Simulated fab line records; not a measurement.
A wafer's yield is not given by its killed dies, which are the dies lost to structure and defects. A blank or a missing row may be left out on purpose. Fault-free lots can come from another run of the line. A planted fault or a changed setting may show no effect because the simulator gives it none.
Which of the tools did it? | flow n5-finfet | 8 lots, 24 wafers sampled, at 7 steps of a route of 1938

WHAT THE GAUGES READ, wafer by wafer
N5_BEOL_M4_RC_MEAS_101. Usual: DIBL_N 36.2 mV/V, standard deviation 1.6; DIBL_P 36.1 mV/V, standard deviation 2; IOFF_N 0.16 nA/um, standard deviation 0.032; IOFF_P 0.22 nA/um, standard deviation 0.036; ION_N 672 uA/um, standard deviation 11; ION_P 463 uA/um, standard deviation 7.5; SS_N 71.4 mV/dec, standard deviation 0.58; SS_P 73.2 mV/dec, standard deviation 0.67; VT_N 250 mV, standard deviation 3.3; VT_P -250 mV, standard deviation 3.3.
lot  | measured     | on        | DIBL_N (mV/V)  | DIBL_P (mV/V)  | IOFF_N (nA/um) | IOFF_P (nA/um) | ION_N (uA/um) | ION_P (uA/um) | SS_N (mV/dec)  | SS_P (mV/dec)  | VT_N (mV)   | VT_P (mV)      | flag
L878 | day 8 11:39  | prober-02 | 35.8 35.9 38.0 | 36.9 35.7 39.7 | 0.15 0.15 0.19 | 0.22 0.19 0.27 | 678 664 675   | 470 457 469   | 71.6 71.4 72.2 | 73.6 72.8 74.3 | 248 249 249 | -250 -252 -249 |
L880 | day 9 05:44  | prober-01 | 38.3 35.9 36.2 | 35.2 32.5 33.4 | 0.17 0.13 0.13 | 0.21 0.18 0.19 | 679 662 671   | 465 458 460   | 71.6 71.3 71.5 | 73.2 71.8 72.3 | 248 248 251 | -249 -251 -250 |
L881 | day 9 08:32  | prober-01 | 37.3 36.5 34.3 | 36.4 34.5 33.2 | 0.17 0.17 0.13 | 0.23 0.20 0.18 | 673 678 668   | 467 459 457   | 71.5 71.8 70.1 | 73.2 72.7 72.1 | 250 247 249 | -247 -249 -250 |
L892 | day 12 12:28 | prober-02 | 34.2 33.3 36.3 | 33.8 32.6 36.6 | 0.13 0.13 0.17 | 0.18 0.17 0.23 | 647 657 665   | 455 459 457   | 70.6 70.6 72.2 | 72.7 72.4 73.4 | 253 251 248 | -253 -251 -250 |
L890 | day 12 14:43 | prober-01 | 34.1 35.1 34.9 | 34.8 36.3 35.6 | 0.13 0.14 0.13 | 0.16 0.18 0.17 | 669 668 656   | 455 459 444   | 71.1 70.8 70.9 | 72.4 72.5 73.1 | 252 252 254 | -256 -256 -255 |
L897 | day 13 06:59 | prober-02 | 33.0 38.4 35.4 | 30.8 38.8 34.2 | 0.11 0.20 0.13 | 0.15 0.27 0.19 | 649 676 670   | 449 463 463   | 71.1 71.9 71.2 | 72.6 74.0 72.6 | 257 248 251 | -254 -244 -249 |
L898 | day 14 11:01 | prober-02 | 33.9 35.4 34.7 | 34.4 37.0 36.1 | 0.12 0.14 0.13 | 0.17 0.20 0.19 | 661 679 669   | 464 466 466   | 70.6 70.3 70.5 | 71.7 72.9 72.2 | 254 253 254 | -253 -249 -252 |
L899 | day 15 03:51 | prober-02 | 38.7 36.5 34.7 | 39.5 37.2 35.7 | 0.20 0.16 0.13 | 0.25 0.22 0.20 | 694 679 661   | 469 470 465   | 72.4 72.2 71.4 | 73.6 73.4 72.2 | 244 250 252 | -246 -247 -252 |

N5_BEOL_M6_THK_MEAS_53: measures by xrf. Usual: M6_THK gives 79.2 nm (standard deviation 2.1).
lot  | measured     | on            | M6_THK (nm)       | flag
L878 | day 9 10:00  | film-metro-02 | 81.4 81.0 79.3    |
L880 | day 9 22:53  | film-metro-02 | 80.3 81.9 80.9    |
L881 | day 10 07:43 | film-metro-02 | 81.4 79.7 84.5    |
L892 | day 13 09:03 | film-metro-01 | 300.5 295.2 297.9 | OFF
L890 | day 13 14:55 | film-metro-01 | 300.8 297.0 299.8 | OFF
L897 | day 14 02:58 | film-metro-02 | 82.3 76.8 81.6    |
L898 | day 15 07:12 | film-metro-01 | 75.2 77.1 76.2    |
L899 | day 16 04:44 | film-metro-01 | 79.5 80.8 80.3    |

N5_BEOL_M6_RS_MEAS_57: a four-point-probe measurement. Usual: M6_RS gives 0.289 ohm/sq (standard deviation 0.009).
lot  | measured     | on            | M6_RS (ohm/sq)    | flag
L878 | day 9 10:08  | film-metro-02 | 0.276 0.279 0.286 |
L880 | day 9 23:01  | film-metro-01 | 0.287 0.279 0.283 |
L881 | day 10 07:51 | film-metro-02 | 0.280 0.288 0.271 |
L892 | day 13 09:11 | film-metro-02 | 0.064 0.065 0.065 | OFF
L890 | day 13 15:02 | film-metro-02 | 0.065 0.065 0.065 | OFF
L897 | day 14 03:06 | film-metro-02 | 0.278 0.299 0.280 |
L898 | day 15 07:20 | film-metro-01 | 0.304 0.296 0.299 |
L899 | day 16 04:52 | film-metro-02 | 0.287 0.282 0.283 |

N5_BEOL_M6_INSPECT_58: inspects for defects (darkfield). Usual: raw-defect-count at 73, with a standard deviation of 21.
lot  | measured     | on                | raw-defect-count | flag
L878 | day 9 10:10  | defect-inspect-01 | 72 60 53         |
L880 | day 9 23:03  | defect-inspect-01 | 101 54 53        |
L881 | day 10 07:53 | defect-inspect-01 | 55 46 29         |
L892 | day 13 09:12 | defect-inspect-02 | 1502 1422 1481   | OFF
L890 | day 13 15:04 | defect-inspect-02 | 1464 1359 1494   | OFF
L897 | day 14 03:08 | defect-inspect-01 | 71 73 104        |
L898 | day 15 07:22 | defect-inspect-02 | 120 103 82       |
L899 | day 16 04:54 | defect-inspect-02 | 93 63 91         |

EACH LOT AND THE TOOL THAT RAN IT (in order: tool; ch and the chambers of the sampled wafers; start)
lot  | N5_BEOL_M6_ANNEAL_51             | N5_BEOL_M6_CMP_52             | N5_BEOL_M6_DEP_56
L878 | rtp-anneal-02 ch 0, day 9 09:25  | cmp-03 ch 1,3, day 9 09:43    | pecvd-04 ch 1,2, day 9 10:04
L880 | rtp-anneal-02 ch 0, day 9 22:23  | cmp-03 ch 0,2,3, day 9 22:43  | pecvd-02 ch 0,2, day 9 22:57
L881 | rtp-anneal-01 ch 0, day 10 07:10 | cmp-04 ch 2,3, day 10 07:28   | pecvd-03 ch 0,2, day 10 07:47
L892 | rtp-anneal-02 ch 0, day 13 08:27 | cmp-03 ch 0,1,3, day 13 08:45 | pecvd-02 ch 0,1,2, day 13 09:07
L890 | rtp-anneal-02 ch 0, day 13 14:19 | cmp-02 ch 1,2, day 13 14:37   | pecvd-02 ch 0,1,2, day 13 14:58
L897 | rtp-anneal-01 ch 0, day 14 02:26 | cmp-04 ch 0,1,3, day 14 02:41 | pecvd-03 ch 0,1, day 14 03:02
L898 | rtp-anneal-02 ch 0, day 15 06:26 | cmp-04 ch 0,2,3, day 15 06:57 | pecvd-03 ch 1,2, day 15 07:16
L899 | rtp-anneal-02 ch 0, day 16 04:09 | cmp-03 ch 2,3, day 16 04:29   | pecvd-02 ch 0,1,2, day 16 04:48
- N5_BEOL_M6_ANNEAL_51: time 90 s.
- N5_BEOL_M6_CMP_52: polishes, stops on SiCOH lowk, t overpolish 6.9 s, target thk 80 nm.
- N5_BEOL_M6_DEP_56: deposits SiCN from 3MS/NH3, target thk 10 nm, time 17.5 s.

WHAT THE TOOLS THEMSELVES READ (means of the sampled wafers that have a number; where no wafer has one, the mark that the record gives instead)
N5_BEOL_M6_ANNEAL_51. Usual: wafer_temp_C_max at 226.1, with a standard deviation of 0.69.
lot  | tool          | wafer_temp_C_max | flag
L878 | rtp-anneal-02 | 225.6            |
L880 | rtp-anneal-02 | 225.6            |
L881 | rtp-anneal-01 | 227.0            |
L892 | rtp-anneal-02 | 225.5            |
L890 | rtp-anneal-02 | 225.4            |
L897 | rtp-anneal-01 | 226.7            |
L898 | rtp-anneal-02 | 225.6            |
L899 | rtp-anneal-02 | 225.6            |

N5_BEOL_M6_CMP_52. Usual: barrier-field-endpoint-s 29.0 s, standard deviation 0.72; clearing-platen-down-force-psi 1.500 psi, standard deviation 0.0032; motor-current-A 5.8 A, standard deviation 0.56; overpolish-run-s 6.900 s, standard deviation 0.0091; retaining-ring-pressure-frac 1.000, standard deviation 0.0048; time-to-endpoint-s 61.7 s, standard deviation 2.9.
lot  | tool   | barrier-field-endpoint-s (s) | clearing-platen-down-force-psi (psi) | motor-current-A (A) | overpolish-run-s (s) | retaining-ring-pressure-frac | time-to-endpoint-s (s) | flag
L878 | cmp-03 | 30.3                         | 1.500                                | 5.9                 | 6.905                | 1.002                        | 65.7                   |
L880 | cmp-03 | 29.0                         | 1.497                                | 6.0                 | 6.890                | 0.998                        | 65.3                   |
L881 | cmp-04 | 28.7                         | 1.499                                | 6.6                 | 6.910                | 1.003                        | 65.5                   |
L892 | cmp-03 | -                            | -                                    | -                   | -                    | -                            | -                      | OFF
L890 | cmp-02 | -                            | -                                    | -                   | -                    | -                            | -                      | OFF
L897 | cmp-04 | 29.2                         | 1.497                                | 6.0                 | 6.903                | 0.997                        | 61.8                   |
L898 | cmp-04 | 29.5                         | 1.500                                | 6.2                 | 6.907                | 0.998                        | 61.1                   |
L899 | cmp-03 | 29.0                         | 1.496                                | 6.4                 | 6.906                | 1.000                        | 63.2                   |

N5_BEOL_M6_DEP_56. Usual: rf-fwd-power-W 199.2 W, standard deviation 0.91; showerhead-plenum-p-Torr 3.667 Torr, standard deviation 0.013; throttle-valve-pct 9.3 %, standard deviation 0.82.
lot  | tool     | rf-fwd-power-W (W) | showerhead-plenum-p-Torr (Torr) | throttle-valve-pct (%) | flag
L878 | pecvd-04 | 198.2              | 3.656                           | 9.0                    |
L880 | pecvd-02 | 199.5              | 3.671                           | 9.4                    |
L881 | pecvd-03 | 199.6              | 3.669                           | 8.7                    |
L892 | pecvd-02 | 199.6              | 3.669                           | 9.4                    |
L890 | pecvd-02 | 199.7              | 3.673                           | 9.7                    |
L897 | pecvd-03 | 199.7              | 3.678                           | 9.1                    |
L898 | pecvd-03 | 199.3              | 3.669                           | 9.1                    |
L899 | pecvd-02 | 199.2              | 3.669                           | 8.8                    |

THE ANSWER, worked out from the rows above alone
Rule: lot off if the mean of its wafers having a number is beyond 3 standard deviations from the usual mean. Also off: a lot with no number at a reading for which 4 or more lots have one. Where the step has rows for the other lots, those lots are counted as sound. First the gauges in route order, then the tools' own readings, where a lot's mean is used as printed above. At the first step where some lot is off, the reading lying furthest off is the one used; lots without a number count as furthest.
Off: L892, L890, at N5_BEOL_M6_THK_MEAS_53 (M6_THK).
A tool fits if, at a process step before that reading, it ran every lot that is off, and no sound lot after the first of them. Not tried: the gauges at N5_BEOL_M6_THK_MEAS_53; whatever is off there is also off at N5_BEOL_M6_RS_MEAS_57, on other tools, and gauge error can't account for it. Not one of the candidates tried fits.

WHAT THE SIMULATOR HAD PUT IN
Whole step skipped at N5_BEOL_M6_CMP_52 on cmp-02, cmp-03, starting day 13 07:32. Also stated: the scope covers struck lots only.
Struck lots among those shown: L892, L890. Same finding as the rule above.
